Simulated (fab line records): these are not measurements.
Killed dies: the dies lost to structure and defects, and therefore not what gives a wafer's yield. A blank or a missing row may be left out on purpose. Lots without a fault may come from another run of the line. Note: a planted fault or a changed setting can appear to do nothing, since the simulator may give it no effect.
fab line records + flow nand-harc
[record]
- lots = 13
- wafers = 39
- last-day = 34
route steps=1302 shown A_ZERO_WELL@401 A_ONON_D1@440
lots with no fault: from the same line, run without faults
start-h: hours from the record's first day to the start of the lot's first wafer shown + wait-h: time in hours since the lot's previous step + " identical to the entry in the row above + L1.1+2: a row that stands for several wafers + - value missing, or start not given + * or withheld: withheld + < > ~ a bound
route shown NAME@n: NAME is a module with steps in the file, n the number in the route of the first one + usual: mean/standard deviation of fault-free wafers + same: alike in all rows + chamber/n: place in a boat + sites: readings site by site + _std_site: the values' standard deviation + _edge_site: the outer-site mean with the inner-site mean subtracted + radius-mm: how far each site lies from the wafer's centre + mask NAME#n: copy n + behind: the most recent tool/chamber to have shaped the wafer + hold: the reason the lot was held/the length of the hold in hours/how it ended + device: the n, p or np transistor that did not switch + end of line: tests of these same wafers at the route's end + a step given without rows: its recipe and nothing more + killed: at the first sort, the dies lost to defects and structure; wafer yield is something else + map: dies across one wafer; x = killed, . = not, _ = none there
set.NAME: the setting as run; set.NAME@STEP: as run at that earlier step + model.NAME: the simulator's own value behind a step, which no gauge read
steps of the route over a sample of lots; a table a step, a row a wafer
services: when a tool's chamber went out of use (start-h, in hours from the record's first day, below 0 if earlier), for how many hours, and the reason
[[steps]]
[step NHARC_A_ZERO_WELL_CD_MEAS_10]
[recipe]
- target-cd-nm = 2000
- landing-energy-ev = 500
[usual]
- cd-nm = 1999.5/2
| lot.wafer | tool      | chamber | start-h | wait-h | cd-nm  |
|-----------|-----------|---------|---------|--------|--------|
| L649.2    | cd-sem-03 | 0       | 148.96  | -      | 2000.9 |
| L649.3    | "         | 0       | "       | "      | 1999.9 |
| L649.5    | "         | 0       | "       | "      | 2002.4 |
| L650.1    | cd-sem-01 | 0       | 159.91  | -      | 1998.3 |
| L650.2    | "         | 0       | "       | "      | 1998.3 |
| L650.4    | "         | 0       | "       | "      | 1999.8 |
| L651.2    | cd-sem-03 | 0       | 168.70  | -      | 2005.1 |
| L651.4    | "         | 0       | "       | "      | 2001.0 |
| L651.6    | "         | 0       | "       | "      | 2001.0 |
| L652.2    | cd-sem-02 | 0       | 181.87  | -      | 1999.9 |
| L652.3    | "         | 0       | "       | "      | 1997.6 |
| L652.6    | "         | 0       | "       | "      | 1999.8 |
| L653.2    | cd-sem-03 | 0       | 195.07  | -      | 1995.8 |
| L653.4    | "         | 0       | "       | "      | 1996.0 |
| L653.6    | "         | 0       | "       | "      | 1997.5 |
| L654.3    | cd-sem-01 | 0       | 199.68  | -      | 2000.0 |
| L654.4    | "         | 0       | "       | "      | 2001.5 |
| L654.6    | "         | 0       | "       | "      | 1999.9 |
| L655.1    | cd-sem-01 | 0       | 209.26  | -      | 1997.8 |
| L655.5    | "         | 0       | "       | "      | 1998.6 |
| L655.6    | "         | 0       | "       | "      | 1998.8 |
| L656.2    | cd-sem-02 | 0       | 224.98  | -      | 2000.2 |
| L656.5    | "         | 0       | "       | "      | 1999.9 |
| L656.6    | "         | 0       | "       | "      | 1999.4 |
| L658.4    | cd-sem-03 | 0       | 251.04  | -      | 1999.5 |
| L658.5    | "         | 0       | "       | "      | 1998.6 |
| L658.6    | "         | 0       | "       | "      | 1999.2 |
| L662.3    | cd-sem-01 | 0       | 283.30  | -      | 1999.6 |
| L662.4    | "         | 0       | "       | "      | 1999.6 |
| L662.6    | "         | 0       | "       | "      | 1996.3 |
| L669.1    | cd-sem-01 | 0       | 347.03  | -      | 2006.3 |
| L669.2    | "         | 0       | "       | "      | 2002.5 |
| L669.5    | "         | 0       | "       | "      | 2002.8 |
| L670.1    | cd-sem-01 | 0       | 361.70  | -      | 2001.3 |
| L670.3    | "         | 0       | "       | "      | 2000.1 |
| L670.4    | "         | 0       | "       | "      | 2001.6 |
| L671.2    | cd-sem-01 | 0       | 377.12  | -      | 1998.9 |
| L671.5    | "         | 0       | "       | "      | 2000.7 |
| L671.6    | "         | 0       | "       | "      | 1995.2 |
[step NHARC_A_ZERO_WELL_DESCUM_12]
[recipe]
- time-s = 3
- o2-flow-sccm = 200
- ar-flow-sccm = 0
- bias-power-w = 0
- chemistry = O2
[usual]
- drypump-motor-current-A = 5.5/0.41
- oes-product-au = 1.002/0.012
- rf-vpp-V = 57.8/0.96
- showerhead-plenum-p-Torr = 1.92/0.078
- throttle-valve-pct = 11.312/0.0093
[same]
- bias-power-w = 0
| lot.wafer | tool        | chamber | start-h | wait-h | drypump-motor-current-A | oes-product-au | rf-hours-counter-h | rf-vpp-V | showerhead-plenum-p-Torr | throttle-valve-pct |
|-----------|-------------|---------|---------|--------|-------------------------|----------------|--------------------|----------|--------------------------|--------------------|
| L649.2    | rie-diel-11 | 2       | 149.12  | -      | 5.8                     | 0.995          | 20                 | 57.3     | 2.05                     | 11.304             |
| L649.3    | "           | 0       | "       | "      | 5.7                     | 1.016          | 21                 | 55.6     | 1.79                     | 11.304             |
| L649.5    | "           | 2       | "       | "      | 5.8                     | 1.004          | -                  | 59.0     | 2.05                     | 11.306             |
| L650.2    | rie-diel-09 | 1       | 160.07  | -      | 5.8                     | 1.017          | 0                  | 55.3     | 1.95                     | 11.340             |
| L650.1    | "           | 2       | "       | "      | 5.3                     | 0.983          | 0                  | 58.1     | 1.79                     | 11.299             |
| L650.4    | "           | 0       | "       | "      | 4.9                     | 1.016          | 0                  | 60.0     | 1.91                     | 11.309             |
| L651.4    | rie-diel-09 | 3       | 168.86  | -      | 5.8                     | 0.993          | 0                  | 59.2     | 1.94                     | 11.322             |
| L651.2    | "           | 0       | "       | "      | 4.9                     | 0.999          | 0                  | 57.8     | 1.91                     | 11.312             |
| L651.6    | "           | 3       | "       | "      | 5.8                     | 1.001          | -                  | 56.5     | 1.94                     | 11.292             |
| L652.3    | rie-diel-09 | 1       | 182.04  | -      | 5.9                     | 1.021          | 1                  | 59.3     | 1.95                     | 11.314             |
| L652.2    | "           | 2       | "       | "      | 5.2                     | 0.999          | 1                  | 57.2     | 1.79                     | 11.308             |
| L652.6    | "           | 0       | "       | "      | 4.9                     | 1.015          | -                  | 57.6     | 1.91                     | 11.292             |
| L653.2    | rie-diel-09 | 1       | 195.25  | -      | 5.9                     | 1.015          | 1                  | 57.8     | 1.95                     | 11.304             |
| L653.4    | "           | 2       | "       | "      | 5.2                     | 0.986          | 1                  | 56.8     | 1.79                     | 11.313             |
| L653.6    | "           | 0       | "       | "      | 4.8                     | 1.005          | -                  | 57.9     | 1.91                     | 11.307             |
| L654.4    | rie-diel-09 | 3       | 199.83  | -      | 5.8                     | 0.993          | 1                  | 57.6     | 1.94                     | 11.314             |
| L654.3    | "           | 0       | "       | "      | 4.9                     | 1.014          | 1                  | 58.3     | 1.91                     | 11.307             |
| L654.6    | "           | 0       | "       | "      | 4.9                     | 1.017          | -                  | 58.6     | 1.91                     | 11.319             |
| L655.1    | rie-diel-09 | 0       | 209.45  | -      | 4.9                     | 1.015          | 1                  | 55.8     | 1.91                     | 11.309             |
| L655.5    | "           | 1       | "       | "      | 5.8                     | 1.017          | -                  | 59.5     | 1.95                     | 11.322             |
| L655.6    | "           | 2       | "       | "      | 5.3                     | 0.997          | -                  | 59.3     | 1.79                     | 11.318             |
| L656.2    | rie-diel-11 | 0       | 225.23  | -      | 5.7                     | 1.009          | 44                 | 58.2     | 1.79                     | 11.322             |
| L656.5    | "           | 0       | "       | "      | 5.7                     | 1.003          | -                  | 56.8     | 1.79                     | 11.302             |
| L656.6    | "           | 1       | "       | "      | 5.7                     | 0.986          | -                  | 57.9     | 1.86                     | 11.313             |
| L658.4    | rie-diel-09 | 0       | 251.21  | -      | 4.9                     | 1.004          | 3                  | 57.3     | 1.91                     | 11.308             |
| L658.6    | "           | 1       | "       | "      | 5.9                     | 1.009          | -                  | 58.0     | 1.95                     | 11.314             |
| L658.5    | "           | 2       | "       | "      | 5.2                     | 0.992          | -                  | 58.4     | 1.79                     | 11.307             |
| L662.4    | rie-diel-09 | 2       | 283.45  | -      | 5.2                     | 0.987          | 3                  | 55.9     | 1.79                     | 11.327             |
| L662.3    | "           | 1       | "       | "      | 5.9                     | 1.011          | 4                  | 56.6     | 1.95                     | 11.304             |
| L662.6    | "           | 3       | "       | "      | 5.8                     | 0.997          | -                  | 57.4     | 1.94                     | 11.309             |
| L669.2    | rie-diel-09 | 2       | 347.20  | -      | 5.2                     | 0.997          | 0                  | 56.9     | 1.79                     | 11.305             |
| L669.1    | "           | 3       | "       | "      | 5.9                     | 0.989          | 1                  | 57.6     | 1.94                     | 11.312             |
| L669.5    | "           | 1       | "       | "      | 5.9                     | 1.018          | -                  | 58.1     | 1.95                     | 11.310             |
| L670.1    | rie-diel-09 | 3       | 361.86  | -      | 5.8                     | 0.989          | 1                  | 59.2     | 1.94                     | 11.314             |
| L670.3    | "           | 1       | "       | "      | 5.8                     | 1.016          | 1                  | 58.8     | 1.95                     | 11.310             |
| L670.4    | "           | 2       | "       | "      | 5.2                     | 0.993          | 0                  | 57.1     | 1.79                     | 11.325             |
| L671.2    | rie-diel-09 | 3       | 377.28  | -      | 5.8                     | 0.994          | 1                  | 58.1     | 1.94                     | 11.313             |
| L671.5    | "           | 3       | "       | "      | 5.9                     | 0.992          | -                  | 56.5     | 1.94                     | 11.315             |
| L671.6    | "           | 0       | "       | "      | 4.9                     | 1.007          | -                  | 57.1     | 1.91                     | 11.300             |
[step NHARC_A_ONON_D1_DEP_22]
[recipe]
- target-thk-a = 10000
- n2-flow-sccm = 2750
- n2o-flow-sccm = 2000
- nh3-flow-sccm = 500
- sih4-flow-sccm = 210
- temp-c = 400
[usual]
- susceptor-temp-C = 399.99/0.24
| lot.wafer | tool          | chamber | start-h | wait-h | susceptor-temp-C |
|-----------|---------------|---------|---------|--------|------------------|
| L649.2    | pecvd-onon-03 | 0       | 186.70  | 0.1    | 400.08           |
| L649.3    | "             | 0       | "       | "      | 399.87           |
| L649.5    | "             | 0       | "       | "      | 400.20           |
| L650.1    | pecvd-onon-04 | 0       | 195.56  | 0.1    | 399.88           |
| L650.2    | "             | 0       | "       | "      | 399.83           |
| L650.4    | "             | 0       | "       | "      | 399.63           |
| L651.2    | pecvd-onon-03 | 0       | 203.56  | 0.1    | 400.20           |
| L651.4    | "             | 0       | "       | "      | 400.36           |
| L651.6    | "             | 0       | "       | "      | 400.43           |
| L652.2    | pecvd-onon-02 | 0       | 214.51  | 0.1    | 400.13           |
| L652.3    | "             | 0       | "       | "      | 400.25           |
| L652.6    | "             | 0       | "       | "      | 399.93           |
| L653.2    | pecvd-onon-04 | 0       | 232.74  | 0.1    | 399.85           |
| L653.4    | "             | 0       | "       | "      | 399.98           |
| L653.6    | "             | 0       | "       | "      | 400.18           |
| L654.3    | pecvd-onon-02 | 0       | 233.01  | 0.2    | 399.62           |
| L654.4    | "             | 0       | "       | "      | 399.74           |
| L654.6    | "             | 0       | "       | "      | 399.85           |
| L655.1    | pecvd-onon-04 | 0       | 242.27  | 0.1    | 399.90           |
| L655.5    | "             | 0       | "       | "      | 399.95           |
| L655.6    | "             | 0       | "       | "      | 399.79           |
| L656.2    | pecvd-onon-02 | 0       | 260.51  | 0.1    | 400.11           |
| L656.5    | "             | 0       | "       | "      | 399.86           |
| L656.6    | "             | 0       | "       | "      | 399.82           |
| L658.4    | pecvd-onon-03 | 0       | 282.80  | 0.2    | 400.03           |
| L658.5    | "             | 0       | "       | "      | 399.83           |
| L658.6    | "             | 0       | "       | "      | 400.32           |
| L662.3    | pecvd-onon-03 | 0       | 317.41  | 0.2    | 399.92           |
| L662.4    | "             | 0       | "       | "      | 399.80           |
| L662.6    | "             | 0       | "       | "      | 399.81           |
| L669.1    | pecvd-onon-04 | 0       | 379.97  | 0.1    | 400.12           |
| L669.2    | "             | 0       | "       | "      | 399.98           |
| L669.5    | "             | 0       | "       | "      | 400.17           |
| L670.1    | pecvd-onon-02 | 0       | 395.09  | 0.1    | 400.32           |
| L670.3    | "             | 0       | "       | "      | 399.99           |
| L670.4    | "             | 0       | "       | "      | 400.25           |
| L671.2    | pecvd-onon-04 | 0       | 411.07  | 0.1    | 400.17           |
| L671.5    | "             | 0       | "       | "      | 399.84           |
| L671.6    | "             | 0       | "       | "      | 399.71           |
[step NHARC_A_ONON_D1_THK_MEAS_24]
[recipe]
- thk-meas-gauge = ellipsometry
[usual]
- thk-nm = 998/6.8
| lot.wafer | tool          | chamber | start-h | wait-h | thk-nm |
|-----------|---------------|---------|---------|--------|--------|
| L649.2    | film-metro-01 | -       | 187.15  | -      | 998    |
| L649.3    | "             | -       | "       | "      | 998    |
| L649.5    | "             | -       | "       | "      | 999    |
| L650.1    | film-metro-01 | -       | 196.07  | -      | 987    |
| L650.2    | "             | -       | "       | "      | 987    |
| L650.4    | "             | -       | "       | "      | 988    |
| L651.2    | film-metro-01 | -       | 204.02  | -      | 999    |
| L651.4    | "             | -       | "       | "      | 999    |
| L651.6    | "             | -       | "       | "      | 1001   |
| L652.2    | film-metro-01 | -       | 214.96  | -      | 1000   |
| L652.3    | "             | -       | "       | "      | 999    |
| L652.6    | "             | -       | "       | "      | 1002   |
| L653.2    | film-metro-01 | -       | 233.19  | -      | 993    |
| L653.4    | "             | -       | "       | "      | 992    |
| L653.6    | "             | -       | "       | "      | 990    |
| L654.3    | film-metro-01 | -       | 233.40  | -      | 1008   |
| L654.4    | "             | -       | "       | "      | 1007   |
| L654.6    | "             | -       | "       | "      | 1005   |
| L655.1    | film-metro-02 | -       | 242.78  | -      | 1007   |
| L655.5    | "             | -       | "       | "      | 1007   |
| L655.6    | "             | -       | "       | "      | 1007   |
| L656.2    | film-metro-02 | -       | 260.97  | -      | 1002   |
| L656.5    | "             | -       | "       | "      | 1003   |
| L656.6    | "             | -       | "       | "      | 1000   |
| L658.4    | film-metro-01 | -       | 283.14  | -      | 1011   |
| L658.5    | "             | -       | "       | "      | 1011   |
| L658.6    | "             | -       | "       | "      | 1011   |
| L662.3    | film-metro-01 | -       | 317.81  | -      | 969    |
| L662.4    | "             | -       | "       | "      | 971    |
| L662.6    | "             | -       | "       | "      | 970    |
| L669.1    | film-metro-01 | -       | 380.49  | -      | 999    |
| L669.2    | "             | -       | "       | "      | 1000   |
| L669.5    | "             | -       | "       | "      | 1000   |
| L670.1    | film-metro-01 | -       | 395.60  | -      | 989    |
| L670.3    | "             | -       | "       | "      | 988    |
| L670.4    | "             | -       | "       | "      | 990    |
| L671.2    | film-metro-01 | -       | 411.52  | -      | 997    |
| L671.5    | "             | -       | "       | "      | 1000   |
| L671.6    | "             | -       | "       | "      | 1000   |
[step NHARC_A_ONON_D1_DEP_33]
[recipe]
- target-thk-a = 2000
- temp-c = 400
- pressure-torr = 6.5
- rf-w = 900
- teos-flow-sccm = 161.4
- flow-sccm = 2650
- target-thk-nm = 200
- gas = O2
- material = SiO2
[usual]
- heater-power-w = 556/90
- susceptor-temp-C = 400.01/0.23
- throttle-valve-pct = 15.8/0.44
| lot.wafer | tool     | chamber | start-h | wait-h | heater-power-w | susceptor-temp-C | throttle-valve-pct |
|-----------|----------|---------|---------|--------|----------------|------------------|--------------------|
| L649.2    | pecvd-04 | 2       | 188.38  | 0.1    | 510            | 400.25           | 16.0               |
| L649.3    | "        | 0       | "       | "      | 476            | 399.85           | 15.8               |
| L649.5    | "        | 2       | "       | "      | 520            | 399.98           | 15.5               |
| L650.2    | pecvd-04 | 1       | 197.27  | 0.1    | 616            | 400.31           | 15.9               |
| L650.1    | "        | 2       | "       | "      | 544            | 399.58           | 15.8               |
| L650.4    | "        | 1       | "       | "      | 636            | 400.11           | 15.6               |
| L651.2    | pecvd-01 | 1       | 205.25  | 0.1    | 601            | 399.99           | 15.6               |
| L651.6    | "        | 0       | "       | "      | 570            | 399.75           | 14.9               |
| L651.4    | "        | 1       | "       | "      | 606            | 399.48           | 15.7               |
| L652.2    | pecvd-03 | 1       | 216.14  | 0.1    | 578            | 400.04           | 16.0               |
| L652.3    | "        | 0       | "       | "      | 511            | 400.06           | 16.3               |
| L652.6    | "        | 2       | "       | "      | 702            | 399.97           | 15.8               |
| L653.2    | pecvd-04 | 0       | 234.43  | 0.1    | 544            | 400.14           | 15.9               |
| L653.6    | "        | 2       | "       | "      | 520            | 399.92           | 15.7               |
| L653.4    | "        | 0       | "       | "      | 547            | 399.99           | 15.6               |
| L654.3    | pecvd-01 | 0       | 234.68  | 0.1    | 614            | 400.21           | 15.1               |
| L654.6    | "        | 0       | "       | "      | 636            | 400.09           | 14.7               |
| L654.4    | "        | 2       | "       | "      | 377            | 400.55           | 15.0               |
| L655.1    | pecvd-03 | 0       | 244.01  | 0.1    | 443            | 399.80           | 16.4               |
| L655.6    | "        | 2       | "       | "      | 654            | 400.08           | 16.0               |
| L655.5    | "        | 0       | "       | "      | 455            | 399.91           | 16.1               |
| L656.2    | pecvd-03 | 1       | 262.16  | 0.1    | 617            | 399.84           | 16.1               |
| L656.6    | "        | 1       | "       | "      | 634            | 400.24           | 15.8               |
| L656.5    | "        | 2       | "       | "      | 626            | 400.07           | 16.2               |
| L658.5    | pecvd-01 | 2       | 284.47  | 0.2    | 429            | 400.07           | 15.2               |
| L658.4    | "        | 0       | "       | "      | 732            | 399.83           | 15.0               |
| L658.6    | "        | 1       | "       | "      | 616            | 399.68           | 16.0               |
| L662.3    | pecvd-03 | 1       | 318.99  | 0.1    | 672            | 399.80           | 16.1               |
| L662.4    | "        | 2       | "       | "      | 618            | 400.24           | 16.1               |
| L662.6    | "        | 0       | "       | "      | 510            | 399.69           | 16.6               |
| L669.2    | pecvd-04 | 2       | 381.72  | 0.1    | 376            | 399.53           | 15.8               |
| L669.1    | "        | 0       | "       | "      | 562            | 399.95           | 15.7               |
| L669.5    | "        | 1       | "       | "      | 541            | 400.29           | 15.5               |
| L670.1    | pecvd-01 | 1       | 396.79  | 0.1    | 539            | 399.38           | 15.8               |
| L670.3    | "        | 0       | "       | "      | 632            | 399.85           | 14.8               |
| L670.4    | "        | 0       | "       | "      | 640            | 400.10           | 15.3               |
| L671.2    | pecvd-03 | 2       | 412.81  | 0.1    | 603            | 400.16           | 16.3               |
| L671.5    | "        | 0       | "       | "      | 424            | 400.35           | 16.5               |
| L671.6    | "        | 1       | "       | "      | 559            | 400.25           | 15.8               |
[[services]]
| tool          | chamber | start-h | hours | kind   |
|---------------|---------|---------|-------|--------|
| pecvd-01      | 2       | 128.97  | 5.6   | repair |
| pecvd-onon-04 | -       | 130.32  | 13.0  | pm     |
| pecvd-01      | -       | 130.40  | 13.0  | pm     |
| rie-diel-09   | -       | 143.10  | 9.0   | pm     |
| pecvd-03      | 0       | 143.86  | 5.2   | repair |
| pecvd-04      | 1       | 154.14  | 5.8   | repair |
| rie-diel-09   | 2       | 170.64  | 4.4   | repair |
| pecvd-03      | -       | 185.00  | 13.0  | pm     |
| pecvd-onon-02 | -       | 185.24  | 13.0  | pm     |
| pecvd-03      | -       | 206.07  | 1.2   | repair |
| pecvd-03      | -       | 213.47  | 0.6   | repair |
| pecvd-04      | -       | 214.77  | 0.8   | repair |
| pecvd-onon-03 | -       | 227.00  | 13.0  | pm     |
| pecvd-04      | -       | 269.35  | 13.0  | pm     |
| rie-diel-09   | 2       | 286.71  | 44.4  | repair |
| pecvd-04      | -       | 297.80  | 0.6   | repair |
| pecvd-onon-04 | -       | 311.32  | 13.0  | pm     |
| pecvd-01      | -       | 311.40  | 13.0  | pm     |
| pecvd-03      | -       | 314.03  | 2.2   | repair |
| rie-diel-09   | -       | 320.10  | 9.0   | pm     |
| pecvd-04      | 1       | 349.72  | 4.1   | repair |
| pecvd-03      | -       | 360.88  | 1.1   | repair |
| pecvd-03      | -       | 366.00  | 13.0  | pm     |
| rie-diel-09   | 3       | 396.33  | 8.1   | repair |
[[key]]
[first-sign]
- step = NHARC_A_ONON_D1_THK_MEAS_24
- reading = thk-nm
- direction = down
- sigmas = 4.1
- usual = 998
- struck = 970
effect none on later readings
met-at NHARC_A_ONON_D1_DEP_22
struck-lots L662
sort-left-out L662.3,L662.4,L662.6
tester-left-out L662
not-acting-at NHARC_A_ZERO_WELL_CD_MEAS_10,NHARC_A_ZERO_WELL_DESCUM_12,NHARC_A_ONON_D1_DEP_33
onset-between 282.80 317.41
[fault]
- kind = process-parameter-drift
- tool = pecvd-onon-03
- chamber = -
- onset-h = 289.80
- steps = NHARC_A_ONON_D1_DEP_22
- channel = target-thk-a
- offset = *
- shape = step
- end-h = 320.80
- acts-in = *
- stated = *
// tester-left-out: of these lots the tester's yield and bins aren't shown, on N5 and GAA mostly nor the transistor test; their killed dies are dies lost to structure and defects alone, not to doping, threshold or leakage, so they don't give the yield
// sort-left-out: the simulated sort isn't trusted on such a fault, so these wafers' sort isn't shown, and their yield isn't known
